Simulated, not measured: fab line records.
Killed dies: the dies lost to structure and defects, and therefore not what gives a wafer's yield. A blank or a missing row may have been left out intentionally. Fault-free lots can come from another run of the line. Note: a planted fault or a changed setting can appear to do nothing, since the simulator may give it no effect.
Matching of chambers | flow nandHarc | 4 sister chambers for NHARC_P_M2_CMP_23 on cmp-03
The step polishes, t overpolish 20 s, target thk 144.3 nm. 8 wafers are shown with their chamber, then 8 later ones without.

## WAFERS, EACH WITH ITS CHAMBER
wafer  | chamber | motorCurrentA (A) | timeToEndpointS (s)
L082.2 | 2       | 13.9              | 34
L083.2 | 3       | 10.4              | 34
L083.3 | 1       | 13.7              | 31
L083.5 | 1       | 12.9              | 32
L085.1 | 2       | 13.0              | 30
L085.3 | 3       | 10.9              | 32
L085.6 | 0       | 11.2              | 27
L090.1 | 0       | 12.8              | 29

## WAFERS WITH NO CHAMBER GIVEN
wafer  | motorCurrentA (A) | timeToEndpointS (s)
L090.2 | 14.5              | 33
L090.3 | 10.8              | 34
L095.1 | 13.8              | 31
L095.4 | 14.0              | 35
L095.5 | 10.7              | 36
L097.1 | 14.0              | 31
L097.3 | 13.9              | 30
L097.4 | 12.2              | 24

## WHICH CHAMBER EACH ONE RAN IN
wafer  | from the rows above          | in truth
L090.2 | can't be placed: 2 or 1      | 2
L090.3 | 3                            | 3
L095.1 | can't be placed: 1 or 2      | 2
L095.4 | can't be placed: 2 or 1      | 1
L095.5 | 3                            | 3
L097.1 | can't be placed: 2 or 1      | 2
L097.3 | can't be placed: 1 or 2 or 0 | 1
L097.4 | 0                            | 0
Placed correctly: 3 of 8. From these rows, 5 cannot be placed; in 5 the true chamber is one of the candidates. 0 placed wrongly.
How it was worked out, from the rows above alone: a wafer's distance from a chamber is the root of the sum, over the readings, of the square of ((its reading less the chamber's mean) divided by the reading's scatter). The wafer belongs to the nearest chamber; if the next one is less than 2 further off, it can't be placed. A chamber's mean is the mean of its shown wafers. The scatter: the root of (the sum of the squares of (reading less its chamber's mean) over the shown wafers, divided by (wafers less chambers)).
